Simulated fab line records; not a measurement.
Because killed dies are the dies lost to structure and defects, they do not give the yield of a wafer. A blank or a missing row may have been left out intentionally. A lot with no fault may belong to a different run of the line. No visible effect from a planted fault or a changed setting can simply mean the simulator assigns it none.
Split-lot trial | flow n5Finfet | 21 wafers read across 7 lots, on a route 1938 steps long

## THE SPLIT ITSELF
At N5_BEOL_M4_ILD_DEP_00 (deposits SiOC from DEMS/O2, target thk 79 nm, time 15.3 s), the setting timeS was moved away from the recipe's 15.3 s on 9 of the 21 wafers read, by -14.8% to +11.0%. The other wafers ran this setting at the recipe's value.

Between the split and the reading, the file records no step.

## THE READING
M4_ILD_THK, in nm, at N5_BEOL_M4_THK_MEAS_01. Fault-free wafers of this fab line usually give 78.9 nm, standard deviation 1.3 nm.

wafer  | tool, chamber at the split | timeS as run, s | against the recipe | M4_ILD_THK, nm | against lot-mates on the recipe
L076.3 | pecvd-03, 0                | 16.98           | +11.0%             | 87.0           | +7.8
L076.5 | pecvd-03, 2                | 15.3            | recipe             | 77.9           | -
L076.6 | pecvd-03, 1                | 15.3            | recipe             | 80.6           | -
L078.1 | pecvd-02, 1                | 14.39           | -5.9%              | 72.9           | -7.7
L078.3 | pecvd-02, 2                | 14.39           | -5.9%              | 73.4           | -7.2
L078.6 | pecvd-02, 0                | 15.3            | recipe             | 80.6           | -
L080.1 | pecvd-03, 2                | 15.3            | recipe             | 77.5           | -
L080.3 | pecvd-03, 0                | 13.03           | -14.8%             | 65.6           | -13.2
L080.4 | pecvd-03, 1                | 15.3            | recipe             | 80.2           | -
L079.2 | pecvd-03, 1                | 15.3            | recipe             | 80.7           | -
L079.5 | pecvd-03, 2                | 15.3            | recipe             | 77.7           | -
L079.6 | pecvd-03, 1                | 15.3            | recipe             | 80.2           | -
L083.3 | pecvd-02, 1                | 13.77           | -10.0%             | 69.6           | -8.7
L083.4 | pecvd-02, 2                | 13.77           | -10.0%             | 71.3           | -7.0
L083.6 | pecvd-02, 1                | 15.3            | recipe             | 78.3           | -
L085.3 | pecvd-02, 1                | 15.3            | recipe             | 77.6           | -
L085.5 | pecvd-02, 2                | 14.31           | -6.5%              | 74.6           | -4.8
L085.6 | pecvd-02, 0                | 15.3            | recipe             | 81.3           | -
L087.2 | pecvd-02, 2                | 16.6            | +8.5%              | 85.5           | +6.2
L087.4 | pecvd-02, 1                | 15.3            | recipe             | 79.3           | -
L087.5 | pecvd-02, 2                | 16.6            | +8.5%              | 86.6           | +7.3

FIT RESULTS
A straight line over all 21 wafers: M4_ILD_THK changes by +0.848 nm for each +1% of timeS; r = +0.97; the points scatter about the line by 1.3 nm.
The same after taking each lot's own level away (the mean of its wafers on the recipe; 21 wafers): +0.835 nm for each +1%; r = +0.97; scatter 1.4 nm.
The reading moves by 12 nm for the largest change in timeS, on that fit.
The span of the lots' own levels, 78.30 to 80.60 nm, comes to 1.8 times the standard deviation stated above.
The two slopes agree, so the slope changes little with the lot-to-lot level.
Check: -12.5 nm against its lot-mates is what the line predicts for one of the wafers moved furthest among these (-14.8%) when that wafer is left out of the fit. It came out at -13.2 nm against them.

## FURTHER SPLITS ON THESE WAFERS
These wafers also went through other splits before the reading. Each is held against what the fit with the lots' levels taken away leaves over:
other split on the same wafers | wafers away from the commonest value | r with M4_ILD_THK (lot level and that fit taken away)
N5_BEOL_M2_COAT_62 spinRpm     | 8                                    | -0.30
N5_BEOL_M3_EXPOSE_08 doseMj    | 5                                    | -0.15
N5_BEOL_M3_ETCH_64 timeS       | 4                                    | +0.34

## THE WHOLE CHAIN: every reading that the file lists as answering this split, in the file's order
step                   | what it does                                              | reading                                                                           | change (the file's fit)               | r (the file's)
N5_BEOL_M4_ILD_DEP_00  | deposits SiOC from DEMS/O2, target thk 79 nm, time 15.3 s | SiOC_of_BEOL_M4_ILD_DEP_00.thkNm (the simulator's own value, which no gauge read) | +0.843 nm for each +1% of the setting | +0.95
N5_BEOL_M4_THK_MEAS_01 |                                                           | M4_ILD_THK                                                                        | +0.837 for each +1% of the setting    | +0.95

## FILE'S OWN FIT
M4_ILD_THK changes by +0.837 nm for each +1% of timeS, r = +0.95.
